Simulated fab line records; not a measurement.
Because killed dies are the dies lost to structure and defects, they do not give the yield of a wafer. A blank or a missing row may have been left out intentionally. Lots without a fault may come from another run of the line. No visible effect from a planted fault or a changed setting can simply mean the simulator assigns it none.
What tool caused it? -- flow n5 finfet -- 8 lots with 23 wafers sampled at 3 steps, on a route of 1938 steps

WHAT THE GAUGES READ, wafer by wafer
N5_BEOL_M4_OCD_MEAS_38.
lot,measured,on,trench depth nm (nm)
L766,day 8 18:55,ocd-02,55.5 56.2 56.4
L773,day 10 00:23,ocd-01,55.6 55.7 56.3
L774,day 10 13:06,ocd-01,66.8 55.4 56.9
L775,day 11 02:33,ocd-01,56.0 66.6
L781,day 12 10:46,ocd-01,55.1 55.7 55.6
L782,day 13 04:44,ocd-02,56.8 56.3 56.3
L785,day 13 13:25,ocd-01,56.5 54.9 55.7
L786,day 13 17:05,ocd-02,54.8 54.0 54.7

TOOL THAT RAN EACH LOT (tool first, then ch and the chambers of the sampled wafers, then the start)
lot,N5_BEOL_M4_ETCH_77,N5_BEOL_M4_TRENCH_ETCH_37
L766,"rie diel-02 ch 0,1,2, day 8 14:49","rie diel-02 ch 1,2, day 8 18:46"
L773,"rie diel-01 ch 0,1,2, day 9 20:59","rie diel-02 ch 2,3, day 10 00:14"
L774,"rie diel-02 ch 1,2,3, day 10 06:50","rie diel-02 ch 0,2,3, day 10 12:56"
L775,"rie diel-02 ch 1,2, day 10 22:07","rie diel-02 ch 1,3, day 11 02:23"
L781,"rie diel-02 ch 1,2,3, day 12 08:35","rie diel-01 ch 0,1,3, day 12 10:37"
L782,"rie diel-04 ch 0,2, day 13 03:10","rie diel-04 ch 2,3, day 13 04:35"
L785,"rie diel-01 ch 1,2,3, day 13 09:44","rie diel-04 ch 0,2,3, day 13 13:16"
L786,"rie diel-04 ch 1,2, day 13 15:19","rie diel-01 ch 0,2,3, day 13 16:56"
- N5_BEOL_M4_ETCH_77: etches underlayer in N2/H2, target depth 6.5 nm, time 5.2 s.
- N5_BEOL_M4_TRENCH_ETCH_37: etches SiOC in C4F6/O2, target depth 55.555 nm, time 29.2 s.

THE ANSWER, worked out from the rows above alone
Rule: usual is defined by the lots themselves. The widest of any qualifying gaps counts: lots, ordered by their means at a reading, are off when they make up no more than a third of the lots, leave a main group of 4 or more, and stand apart from it by 3 or more times the standard deviation of that group's means. A main group is skipped when, at the precision printed for the reading in the tables above, its means are all equal. Also off: a lot with no number at a reading for which 4 or more lots have one. The other lots that the step has rows for count as sound.
Off at N5_BEOL_M4_OCD_MEAS_38 (trench depth nm): L774, L775. Mean 55.7 nm and standard deviation 0.61 in the main group.
If a tool, at a process step before that reading, ran all the lots that are off and no sound lot after the first of them, it fits. The gauges at N5_BEOL_M4_OCD_MEAS_38 are tried like those tools. One fits: rie diel-02 at N5_BEOL_M4_TRENCH_ETCH_37. A fault onset in the window from L773 (day 10 00:14, its last sound lot) to L774 (day 10 12:56, its first lot off) fits.

WHAT THE SIMULATOR HAD PUT IN
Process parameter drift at N5_BEOL_M4_TRENCH_ETCH_37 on rie diel-02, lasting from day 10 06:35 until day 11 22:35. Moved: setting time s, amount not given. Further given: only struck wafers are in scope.
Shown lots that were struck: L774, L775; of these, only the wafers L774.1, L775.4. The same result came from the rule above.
